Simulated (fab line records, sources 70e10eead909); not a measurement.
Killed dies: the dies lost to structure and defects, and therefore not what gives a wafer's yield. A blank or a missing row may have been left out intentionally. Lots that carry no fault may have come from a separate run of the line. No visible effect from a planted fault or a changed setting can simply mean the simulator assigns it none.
Commonality check across tools / flow nand_harc / Sample size 11 lots and 39 wafers

## REASON FOR OPENING
On 2 of the 11 lots, a flag is raised at NHARC_A_M0_CD_MEAS_09 on the reading cd_nm. Fault-free wafers read 80.1 nm, with a standard deviation of 0.68.
Rule: a lot is flagged in two cases, either no wafer of it has a number, or all its wafers with numbers fall more than 4 standard deviations from that mean. As for the other lots, they are considered sound.

lot=L787; measured=day 23 10:18; on=cd_sem-01; cd_nm (nm), wafer by wafer=80.8 79.8 79.3; flag=
lot=L788; measured=day 23 11:02; on=cd_sem-01; cd_nm (nm), wafer by wafer=82.0 80.5 81.5; flag=
lot=L790; measured=day 23 22:48; on=cd_sem-01; cd_nm (nm), wafer by wafer=79.9 79.8 80.7; flag=
lot=L791; measured=day 25 09:01; on=cd_sem-01; cd_nm (nm), wafer by wafer=79.8 80.7 80.6; flag=
lot=L794; measured=day 25 20:26; on=cd_sem-02; cd_nm (nm), wafer by wafer=79.4 80.3 79.4; flag=
lot=L793; measured=day 25 22:48; on=cd_sem-02; cd_nm (nm), wafer by wafer=80.8 80.5 79.1; flag=
lot=L798; measured=day 27 05:43; on=cd_sem-02; cd_nm (nm), wafer by wafer=80.4 79.7 80.6; flag=
lot=L804; measured=day 30 23:01; on=cd_sem-01; cd_nm (nm), wafer by wafer=87.2 86.8 87.5 87.3 86.6 87.1; flag=FLAGGED
lot=L806; measured=day 31 05:18; on=cd_sem-03; cd_nm (nm), wafer by wafer=79.6 78.7 78.5; flag=
lot=L808; measured=day 31 07:59; on=cd_sem-01; cd_nm (nm), wafer by wafer=81.9 81.0 80.8; flag=
lot=L805; measured=day 33 12:05; on=cd_sem-01; cd_nm (nm), wafer by wafer=84.1 83.0 84.2 83.8 83.0 84.2; flag=FLAGGED
The mean of the flagged lots' numbers is 85.4 nm, +5.3 nm from the usual (+8 standard deviations).

## WHICH TOOL EACH LOT WENT THROUGH
Before the reading, the record contains 4 process steps out of a 1302-step route. Every cell lists first the tool, next ch and the chambers used by the sampled wafers, and last the start.
lot=L787; flag=; NHARC_A_BLC_ETCH_18=rie_diel-02 ch 0,3, day 23 08:21 or earlier; NHARC_A_BLC_PVD_32=pvd_sputter-01, day 23 08:21 or earlier; NHARC_A_BLC_ALD_23=ald_metal-01 ch 0,3, day 23 08:21; NHARC_A_M0_EXPOSE_06=arfi_scanner-02 ch 0, day 23 10:10
lot=L788; flag=; NHARC_A_BLC_ETCH_18=rie_diel-05 ch 0,1,2, day 23 08:58 or earlier; NHARC_A_BLC_PVD_32=pvd_sputter-03, day 23 08:58 or earlier; NHARC_A_BLC_ALD_23=ald_metal-02 ch 0,1, day 23 08:58; NHARC_A_M0_EXPOSE_06=arfi_scanner-01 ch 0, day 23 10:55
lot=L790; flag=; NHARC_A_BLC_ETCH_18=rie_diel-02 ch 0,2,3, day 23 20:45 or earlier; NHARC_A_BLC_PVD_32=pvd_sputter-01, day 23 20:45 or earlier; NHARC_A_BLC_ALD_23=ald_metal-04 ch 0,1,3, day 23 20:45; NHARC_A_M0_EXPOSE_06=arfi_scanner-02 ch 0, day 23 22:40
lot=L791; flag=; NHARC_A_BLC_ETCH_18=rie_diel-02 ch 0,1,3, day 25 06:59 or earlier; NHARC_A_BLC_PVD_32=pvd_sputter-02, day 25 06:59 or earlier; NHARC_A_BLC_ALD_23=ald_metal-02 ch 1,2, day 25 06:59; NHARC_A_M0_EXPOSE_06=arfi_scanner-01 ch 0, day 25 08:53
lot=L794; flag=; NHARC_A_BLC_ETCH_18=rie_diel-02 ch 0,2,3, day 25 18:24 or earlier; NHARC_A_BLC_PVD_32=pvd_sputter-03, day 25 18:24 or earlier; NHARC_A_BLC_ALD_23=ald_metal-01 ch 0,1,3, day 25 18:24; NHARC_A_M0_EXPOSE_06=arfi_scanner-02 ch 0, day 25 20:18
lot=L793; flag=; NHARC_A_BLC_ETCH_18=rie_diel-02 ch 1,2,3, day 25 20:49 or earlier; NHARC_A_BLC_PVD_32=pvd_sputter-02, day 25 20:49 or earlier; NHARC_A_BLC_ALD_23=ald_metal-02 ch 2,3, day 25 20:49; NHARC_A_M0_EXPOSE_06=arfi_scanner-02 ch 0, day 25 22:40
lot=L798; flag=; NHARC_A_BLC_ETCH_18=rie_diel-05 ch 0,3, day 27 03:42 or earlier; NHARC_A_BLC_PVD_32=pvd_sputter-01, day 27 03:42 or earlier; NHARC_A_BLC_ALD_23=ald_metal-02 ch 1,2, day 27 03:42; NHARC_A_M0_EXPOSE_06=arfi_scanner-03 ch 0, day 27 05:34
lot=L804; flag=FLAGGED; NHARC_A_BLC_ETCH_18=rie_diel-05 ch 1,2,3, day 30 21:07 or earlier; NHARC_A_BLC_PVD_32=pvd_sputter-01, day 30 21:07 or earlier; NHARC_A_BLC_ALD_23=ald_metal-01 ch 0,1,2, day 30 21:07; NHARC_A_M0_EXPOSE_06=arfi_scanner-01 ch 0, day 30 22:53
lot=L806; flag=; NHARC_A_BLC_ETCH_18=rie_diel-02 ch 0,1, day 31 03:17 or earlier; NHARC_A_BLC_PVD_32=pvd_sputter-03, day 31 03:17 or earlier; NHARC_A_BLC_ALD_23=ald_metal-01 ch 1,2, day 31 03:17; NHARC_A_M0_EXPOSE_06=arfi_scanner-03 ch 0, day 31 05:10
lot=L808; flag=; NHARC_A_BLC_ETCH_18=rie_diel-02 ch 0,1,2, day 31 05:58 or earlier; NHARC_A_BLC_PVD_32=pvd_sputter-01, day 31 05:58 or earlier; NHARC_A_BLC_ALD_23=ald_metal-01 ch 0,2, day 31 05:58; NHARC_A_M0_EXPOSE_06=arfi_scanner-02 ch 0, day 31 07:50
lot=L805; flag=FLAGGED; NHARC_A_BLC_ETCH_18=rie_diel-02 ch 0,1, day 33 09:47 or earlier; NHARC_A_BLC_PVD_32=pvd_sputter-02, day 33 09:47 or earlier; NHARC_A_BLC_ALD_23=ald_metal-04 ch 1,2,3, day 33 09:47; NHARC_A_M0_EXPOSE_06=arfi_scanner-01 ch 0, day 33 11:57
What these steps do:
- NHARC_A_BLC_ETCH_18: etches the open film in C4F8/O2/Ar, target depth 910 nm.
- NHARC_A_BLC_PVD_32: deposits Ti, target thk 5 nm, time 17.7 s.
- NHARC_A_BLC_ALD_23: deposits TiN, target thk 3 nm, pulse time 1 s, ald cycles 150.
- NHARC_A_M0_EXPOSE_06: exposes mask A M0, target cd 80 nm.
- NHARC_A_M0_CD_MEAS_09: target cd 80 nm.

## FLAGGED OVER TOTAL, TOOL BY TOOL (the gauges that took the reading come last)
step=NHARC_A_BLC_ETCH_18; tool=rie_diel-02; lots run=8; flagged=1; share of the flagged lots=some; sound lots run after its first flagged lot=0
step=NHARC_A_BLC_ETCH_18; tool=rie_diel-05; lots run=3; flagged=1; share of the flagged lots=some; sound lots run after its first flagged lot=0
step=NHARC_A_BLC_PVD_32; tool=pvd_sputter-01; lots run=5; flagged=1; share of the flagged lots=some; sound lots run after its first flagged lot=1 (L808)
step=NHARC_A_BLC_PVD_32; tool=pvd_sputter-02; lots run=3; flagged=1; share of the flagged lots=some; sound lots run after its first flagged lot=0
step=NHARC_A_BLC_PVD_32; tool=pvd_sputter-03; lots run=3; flagged=0; share of the flagged lots=none; sound lots run after its first flagged lot=-
step=NHARC_A_BLC_ALD_23; tool=ald_metal-01; lots run=5; flagged=1; share of the flagged lots=some; sound lots run after its first flagged lot=2 (L806,L808)
step=NHARC_A_BLC_ALD_23; tool=ald_metal-02; lots run=4; flagged=0; share of the flagged lots=none; sound lots run after its first flagged lot=-
step=NHARC_A_BLC_ALD_23; tool=ald_metal-04; lots run=2; flagged=1; share of the flagged lots=some; sound lots run after its first flagged lot=0
step=NHARC_A_M0_EXPOSE_06; tool=arfi_scanner-01; lots run=4; flagged=2; share of the flagged lots=all; sound lots run after its first flagged lot=0
step=NHARC_A_M0_EXPOSE_06; tool=arfi_scanner-02; lots run=5; flagged=0; share of the flagged lots=none; sound lots run after its first flagged lot=-
step=NHARC_A_M0_EXPOSE_06; tool=arfi_scanner-03; lots run=2; flagged=0; share of the flagged lots=none; sound lots run after its first flagged lot=-
step=NHARC_A_M0_CD_MEAS_09; tool=cd_sem-01; lots run=7; flagged=2; share of the flagged lots=all; sound lots run after its first flagged lot=1 (L808)
step=NHARC_A_M0_CD_MEAS_09; tool=cd_sem-02; lots run=3; flagged=0; share of the flagged lots=none; sound lots run after its first flagged lot=-
step=NHARC_A_M0_CD_MEAS_09; tool=cd_sem-03; lots run=1; flagged=0; share of the flagged lots=none; sound lots run after its first flagged lot=-
NHARC_A_BLC_ETCH_18 gives no start for some lots, so the hours and the order of its lots are those of NHARC_A_BLC_ALD_23. NHARC_A_BLC_PVD_32 gives no start for some lots, so the hours and the order of its lots are those of NHARC_A_BLC_ALD_23.

## WHAT IS ALLOWED BY THE TABLE
arfi_scanner-01 at NHARC_A_M0_EXPOSE_06 and cd_sem-01 at NHARC_A_M0_CD_MEAS_09 are the 2 rows of the table that ran each flagged lot.
- arfi_scanner-01 at NHARC_A_M0_EXPOSE_06 ran 4 lots, 2 of them flagged. A fault beginning between L791 (day 25 08:53), its last sound lot, and L804 (day 30 22:53), its first flagged one, fits the data. Its own readings (exposure_dose_mJ_cm2) fall more than 4 standard deviations out on all wafers of the flagged lots.
- cd_sem-01 at NHARC_A_M0_CD_MEAS_09 ran 7 lots, 2 of them flagged. Lots that were sound ran on it after the first flagged one (L808); a persistent fault on the entire tool would not allow that.
What remains is a single tool, arfi_scanner-01 at NHARC_A_M0_EXPOSE_06.

## WHAT THE SIMULATOR HAD INSERTED
Process parameters drifting: arfi_scanner-01 at NHARC_A_M0_EXPOSE_06, beginning at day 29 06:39. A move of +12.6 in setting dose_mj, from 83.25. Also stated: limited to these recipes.
Lots struck among those shown: L804, L805. This agrees with what the rule above found.
